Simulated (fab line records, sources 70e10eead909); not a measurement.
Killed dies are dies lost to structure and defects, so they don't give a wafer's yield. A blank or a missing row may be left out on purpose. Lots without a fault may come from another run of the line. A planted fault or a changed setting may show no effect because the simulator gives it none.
Chamber matching | flow nand_harc | NHARC_P_M1_PRE_CLEAN_32 on pecvd-02: 3 sister chambers
The step time 12 s. 3 wafers are shown with their chamber, then 12 later ones without.

WAFERS WITH THEIR CHAMBER
wafer  | chamber | heater_power_w (W)
L089.1 | 1       | 596
L089.5 | 2       | 732
L089.6 | 0       | 634

WAFERS WITHOUT THEIR CHAMBER
wafer  | heater_power_w (W)
L090.1 | 674
L090.2 | 677
L090.3 | 567
L092.1 | 742
L092.3 | 654
L092.4 | 663
L094.1 | 660
L094.2 | 650
L094.5 | 665
L095.2 | 606
L095.4 | 731
L095.6 | 635

WHICH CHAMBER EACH WENT THROUGH
wafer  | from the rows above          | in truth
L090.1 | can't be placed: 0 or 2 or 1 | 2
L090.2 | can't be placed: 0 or 2 or 1 | 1
L090.3 | can't be placed: 1 or 0      | 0
L092.1 | 2                            | 2
L092.3 | can't be placed: 0 or 1      | 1
L092.4 | can't be placed: 0 or 1 or 2 | 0
L094.1 | can't be placed: 0 or 1 or 2 | 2
L094.2 | can't be placed: 0 or 1      | 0
L094.5 | can't be placed: 0 or 2 or 1 | 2
L095.2 | can't be placed: 1 or 0      | 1
L095.4 | 2                            | 2
L095.6 | can't be placed: 0 or 1      | 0
Placed correctly: 2 of 12. Can't be placed from these rows: 10 (the true chamber is among the candidates in 10). Placed wrongly: 0.
How it was worked out, from the rows above alone: a wafer's distance from a chamber is the root of the sum, over the readings, of the square of ((its reading less the chamber's mean) divided by the reading's scatter). The wafer belongs to the nearest chamber; if the next one is less than 2 further off, it can't be placed. A chamber's mean is the mean of its shown wafers. The scatter: with one shown wafer a chamber, the root of the mean of the squares of how far each hidden wafer lies from its nearest shown one.
